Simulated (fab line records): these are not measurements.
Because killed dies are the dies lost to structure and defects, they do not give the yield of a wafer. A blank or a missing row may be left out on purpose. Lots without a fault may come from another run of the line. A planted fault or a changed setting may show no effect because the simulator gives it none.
Split-lot study + flow n5-finfet + route with 1938 steps; 7 lots, 21 wafers read

## ON THE SPLIT
At N5_BEOL_M14_ILD_DEP_00 (deposits SiO2 from TEOS/O2, target thk 1119.3 nm, time 237.4 s), the setting time-s was moved away from the recipe's 237.4 s on 8 of the 21 wafers read, by -7.4% to +14.2%. This setting was run at the recipe's value on the other wafers.

There is no step in the file separating the split from the reading.

## THE READING
Values of M14_ILD_THK in nm from N5_BEOL_M14_THK_MEAS_01. Fault-free wafers of this fab line usually give 1122 nm, standard deviation 14 nm.

| wafer  | tool, chamber at the split | time-s as run, s | against the recipe | M14_ILD_THK, nm | against lot-mates on the recipe |
|--------|----------------------------|------------------|--------------------|-----------------|---------------------------------|
| L078.2 | pecvd-02, 2                | 219.8            | -7.4%              | 1029            | -81                             |
| L078.3 | pecvd-02, 0                | 237.4            | recipe             | 1110            | -                               |
| L078.4 | pecvd-02, 2                | 219.8            | -7.4%              | 1042            | -68                             |
| L076.2 | pecvd-02, 2                | 226              | -4.8%              | 1065            | -81                             |
| L076.4 | pecvd-02, 2                | 237.4            | recipe             | 1153            | -                               |
| L076.5 | pecvd-02, 0                | 237.4            | recipe             | 1139            | -                               |
| L079.4 | pecvd-02, 0                | 237.4            | recipe             | 1132            | -                               |
| L079.5 | pecvd-02, 2                | 237.4            | recipe             | 1145            | -                               |
| L079.6 | pecvd-02, 1                | 271.2            | +14.2%             | 1294            | +156                            |
| L081.1 | pecvd-03, 0                | 254.9            | +7.4%              | 1210            | +68                             |
| L081.2 | pecvd-03, 2                | 254.9            | +7.4%              | 1204            | +62                             |
| L081.6 | pecvd-03, 1                | 237.4            | recipe             | 1142            | -                               |
| L083.3 | pecvd-03, 2                | 270.3            | +13.9%             | 1278            | +152                            |
| L083.4 | pecvd-03, 1                | 237.4            | recipe             | 1122            | -                               |
| L083.5 | pecvd-03, 0                | 237.4            | recipe             | 1130            | -                               |
| L084.2 | pecvd-02, 2                | 237.4            | recipe             | 1116            | -                               |
| L084.3 | pecvd-02, 0                | 237.4            | recipe             | 1131            | -                               |
| L084.6 | pecvd-02, 0                | 237.4            | recipe             | 1134            | -                               |
| L096.2 | pecvd-04, 2                | 237.4            | recipe             | 1104            | -                               |
| L096.4 | pecvd-04, 2                | 252.6            | +6.4%              | 1187            | +72                             |
| L096.5 | pecvd-04, 1                | 237.4            | recipe             | 1127            | -                               |

THE FIT
A straight line over all 21 wafers: M14_ILD_THK changes by +11.4 nm for each +1% of time-s; r = +0.98; the points scatter about the line by 12 nm.
The same after taking each lot's own level away (the mean of its wafers on the recipe; 21 wafers): +10.8 nm for each +1%; r = +0.99; scatter 10 nm.
Per that fit: largest time-s move, reading shift of 1.5e+02 nm.
Across the lots, their own levels run from 1110.0 to 1146.0 nm, a range of 2.6 times the standard deviation given above.
Consequently the slope shifts little with the lot-to-lot level, the two slopes agreeing.
Check: +149 nm against its lot-mates is what the line predicts for one of the wafers moved furthest among these (+14.2%) when that wafer is left out of the fit. It came out at +156 nm against them.

## FURTHER SPLITS ON THESE WAFERS
Note: prior to the reading, these wafers also went through further splits. Each is held against what the fit with the lots' levels taken away leaves over:
| other split on the same wafers | wafers away from the commonest value | r with M14_ILD_THK (lot level and that fit taken away) |
|--------------------------------|--------------------------------------|--------------------------------------------------------|
| N5_BEOL_M8_ETCH_66 source-w    | 2                                    | -0.24                                                  |
| N5_BEOL_M9_DESCUM_16 time-s    | 5                                    | -0.12                                                  |
| N5_BEOL_M10_ETCH_41 source-w   | 7                                    | +0.07                                                  |
| N5_BEOL_M11_EXPOSE_25 dose-mj  | 10                                   | +0.14                                                  |
| N5_BEOL_M11_ETCH_66 time-s     | 7                                    | +0.08                                                  |
| N5_BEOL_M12_PEB_08 peb-time-s  | 8                                    | +0.05                                                  |
| N5_BEOL_M12_DEP_53 time-s      | 7                                    | -0.09                                                  |
| N5_BEOL_M13_COAT_04 spin-rpm   | 2                                    | +0.07                                                  |

## THE WHOLE CHAIN: every reading that the file lists as answering this split, in the file's order
| step                    | what it does                                                   | reading                                                                             | change (the file's fit)            | r (the file's) |
|-------------------------|----------------------------------------------------------------|-------------------------------------------------------------------------------------|------------------------------------|----------------|
| N5_BEOL_M14_ILD_DEP_00  | deposits SiO2 from TEOS/O2, target thk 1119.3 nm, time 237.4 s | SiO2_of_BEOL_M14_ILD_DEP_00.thk-nm (the simulator's own value, which no gauge read) | +11 nm for each +1% of the setting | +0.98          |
| N5_BEOL_M14_THK_MEAS_01 |                                                                | M14_ILD_THK                                                                         | +10.9 for each +1% of the setting  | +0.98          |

## FILE'S OWN FIT
M14_ILD_THK changes by +10.9 nm for each +1% of time-s, r = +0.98.
